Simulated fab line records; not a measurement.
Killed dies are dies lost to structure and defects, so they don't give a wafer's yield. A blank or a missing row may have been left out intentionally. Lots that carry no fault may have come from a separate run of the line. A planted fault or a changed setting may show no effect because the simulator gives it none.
Problem report in the 8D (eight disciplines) form, filled by code :: flow n5_finfet :: the parts of the form that need people (team, actions taken, sign-off) are left out

## 1. THE PROBLEM
Wafers without a fault read 0.76 a.u., standard deviation 0.089; oes_product_au at N5_BEOL_M3_ETCH_41 reads a mean of 1.23 a.u. on 3 wafers belonging to 3 lots. Measured from the usual mean, that is +5.2 standard deviations.
The step: etches SiCN in CH3F/O2, target depth 29.9 nm, time 52.5 s.
The first sign was on wafer L895.5 at day 14 14:20, on rie_diel-04. The record has a number at this step for 18 wafers belonging to 7 lots. Rule for "out", or "out of limits": more than 4 standard deviations from the usual mean. The rest of the wafers with a number are treated as sound.

## 2. WHAT IT IS, AND WHAT IT ISN'T
question: which readings at this step
is: oes_product_au
is not: bias_w, rf_vpp_V, throttle_valve_pct

question: which lots
is: L895, L896, L898
is not: L877, L883, L888, L899

question: which wafers of those lots
is: L895.5, L896.5, L898.4
is not: L895.2, L896.2, L898.6

question: read on which tools
is: rie_diel-04
is not: rie_diel-02, rie_diel-06

question: when
is: from day 14 14:20
is not: up to then (10 sound wafers); but 5 sound wafers of L896, L898, L899 came after

## 3. THE SUSPECTS, EACH WITH WHAT RULES IT OUT
Counting: if a tool at a process step up to the reading ran every lot that is out, it stays a suspect. Sound lots after the first of them don't rule it out here, since some wafers of a struck lot are sound.
- rie_diel-04 at N5_BEOL_M3_ETCHBACK_99 (etches SiO2 in CHF3, target depth 5 nm, time 10.4 s): kept. Every lot that is out went through it, the first being L895 (day 14 14:04); the last sound lot it ran before that was L888 (day 12 17:01).
- rie_diel-04 at N5_BEOL_M3_ETCH_70 (etches SOC in N2/H2, target depth 80 nm, overetch 16 nm, time 120 s): kept. Every lot that is out went through it, the first being L895 (day 14 14:05); the last sound lot it ran before that was L888 (day 12 17:03).
- rie_diel-04 at N5_BEOL_M3_VIA_ETCH_34 (etches the open film in C4F6/O2, target depth 69.4 nm, time 65.9 s): kept. Every lot that is out went through it, the first being L895 (day 14 14:11); the last sound lot it ran before that was L888 (day 12 17:09).
- rie_diel-04 at N5_BEOL_M3_ETCH_41 (etches SiCN in CH3F/O2, target depth 29.9 nm, time 52.5 s): kept. Every lot that is out went through it, the first being L895 (day 14 14:20); the last sound lot it ran before that was L888 (day 12 17:17). Out on those wafers are its own readings of oes_product_au.
Left after counting: rie_diel-04 at N5_BEOL_M3_ETCHBACK_99, rie_diel-04 at N5_BEOL_M3_ETCH_70, rie_diel-04 at N5_BEOL_M3_VIA_ETCH_34, rie_diel-04 at N5_BEOL_M3_ETCH_41.

## 4. THE CAUSE (what the simulator had put in)
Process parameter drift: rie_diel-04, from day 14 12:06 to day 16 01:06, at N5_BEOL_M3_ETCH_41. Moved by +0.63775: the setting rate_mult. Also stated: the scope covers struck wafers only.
4 suspects survive the count, and this tool is in that group.

## 5. SEQUENCE OF EFFECTS, ordered by route
Each row: a reading where the mean over the struck wafers with a number is more than 3 standard deviations away from the usual. Only readings for which the record gives a usual standard deviation are gone through. hours: the time from each lot's start at the first step in this table that gives one to its start at this step, as a median over the lots. sigmas: the change in usual standard deviations.
hours: 0
step: N5_BEOL_M3_ETCH_41
reading: oes_product_au
usual: 0.76 a.u.
on struck wafers: 1.23
change: +0.47
sigmas: +5.2
Its process steps:
- N5_BEOL_M3_ETCH_41: etches SiCN in CH3F/O2, target depth 29.9 nm, time 52.5 s.
Later steps that measure or inspect, where all struck wafers having a row at the step show a number for every such reading and not one has moved that far: N5_BEOL_M4_RC_MEAS_101.

## 6. HOW IT WOULD HAVE BEEN CAUGHT EARLIER
First out-of-limits reading in this record: day 14 14:20, which is 2 hours after fault onset at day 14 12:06.
